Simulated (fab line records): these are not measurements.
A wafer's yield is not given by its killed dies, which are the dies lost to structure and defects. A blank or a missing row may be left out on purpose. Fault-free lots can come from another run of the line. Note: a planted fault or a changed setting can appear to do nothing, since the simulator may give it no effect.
Problem report, 8D (eight disciplines) form, completed by code	flow n5-finfet	the parts of the form that need people (team, actions taken, sign-off) are left out

== 1. WHAT IS WRONG ==
raw-defect-count at N5_BEOL_M8_INSPECT_13 reads a mean of 1455 on 1 wafer of 1 lot; wafers without a fault read 444 with a standard deviation of 95. Measured from the usual mean, that is +11 standard deviations.
The step: inspects for defects (brightfield).
The first sign was on wafer L389.6 at day 13 04:50, on defect-inspect-02. Wafers with a number at this step in the record: 30, from 10 lots. The rule behind "out" and "out of limits": a value lying over 4 standard deviations away from the usual mean. All remaining wafers that have a number are taken as sound.

== 2. WHAT IT IS, WHAT IT ISN'T ==
question	is	is not
which readings at this step	raw-defect-count	-
which lots	L389	L377, L380, L381, L382, L383, L388, L396, L399, L400
which wafers of those lots	L389.6	L389.4, L389.5
read on which gauges	defect-inspect-02	defect-inspect-01
when	from day 13 04:50	up to then (20 sound wafers); but 9 sound wafers of L396, L399, L400 came after

== 3. SUSPECTS, AND WHAT RULES EACH OUT ==
Counting: a tool at a process step up to the reading stays a suspect if it ran every lot that is out. Sound lots after the first of them don't rule it out here, since some wafers of a struck lot are sound.
- the gauge at N5_BEOL_M8_INSPECT_13: ruled out. All the wafers that are out were read on defect-inspect-02, but those of them that N5_PASSIVATION_PROBE_49 has rows for are out there too, on other tools.
- pecvd-01 at N5_BEOL_M8_PECVD_70 (deposits SiO2 from TEOS/O2, target thk 20 nm, time 22.7 s): kept. It processed L389, the lot that is out, at day 13 03:41, and its most recent sound lot before then was L388 at day 12 21:03.
- At N5_BEOL_M8_PECVD_70, inside pecvd-01: chamber 0 took the wafers that are out, while their sound lot-mates went through chambers 1, 2.
Remaining after the count: pecvd-01 at N5_BEOL_M8_PECVD_70.

== 4. THE CAUSE (what the simulator had put in) ==
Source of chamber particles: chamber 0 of pecvd-01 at N5_BEOL_M8_PECVD_70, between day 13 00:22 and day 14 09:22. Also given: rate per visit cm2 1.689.
This tool alone remained once counting was done.

== 5. THE EFFECT CHAIN, in route order ==
Each row: a reading where the mean over the struck wafers with a number is more than 3 standard deviations away from the usual. Scope: only readings with a usual standard deviation given in the record; hours: median across lots of the time from each lot's start at the first step in this table that gives one to its start at this step; sigmas: change in usual standard deviations.
hours	step	reading	usual	on struck wafers	change	sigmas
0	N5_BEOL_M8_INSPECT_13	raw-defect-count	444	1455	+1011	+11
65	N5_PASSIVATION_PROBE_49	defect-limited-yield	91.2 %	80.3	-10.9	-7.8
65	N5_PASSIVATION_PROBE_49	killed_at_M4_up	13	160	+147	+29
65	N5_PASSIVATION_PROBE_49	killed-dies	104	233	+129	+8.1
65	N5_PASSIVATION_PROBE_49	sort_bin_5_function	5.1 %	12.3	+7.2	+7.9
65	N5_PASSIVATION_PROBE_49	sort-n-pass	1076	947	-129	-8.1
65	N5_PASSIVATION_PROBE_49	sort-yield-pct	91.2 %	80.3	-10.9	-7.8
The process steps in it:
- N5_PASSIVATION_PROBE_49

== 6. HOW IT WOULD HAVE BEEN CAUGHT EARLIER ==
4 hours passed between the start of the fault at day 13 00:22 and the first reading out of limits at a measuring or inspecting step in this record, taken at day 13 04:50.
Of the tool readings at N5_BEOL_M8_PECVD_70 for which the record gives a usual standard deviation, none was out on any struck wafer, so an alarm limit of 4 standard deviations on them would not have fired.
Lots out: 1; all had begun N5_BEOL_M8_PECVD_70 on pecvd-01 by day 13 04:50. None of them would have been spared by holding the tool at that moment.
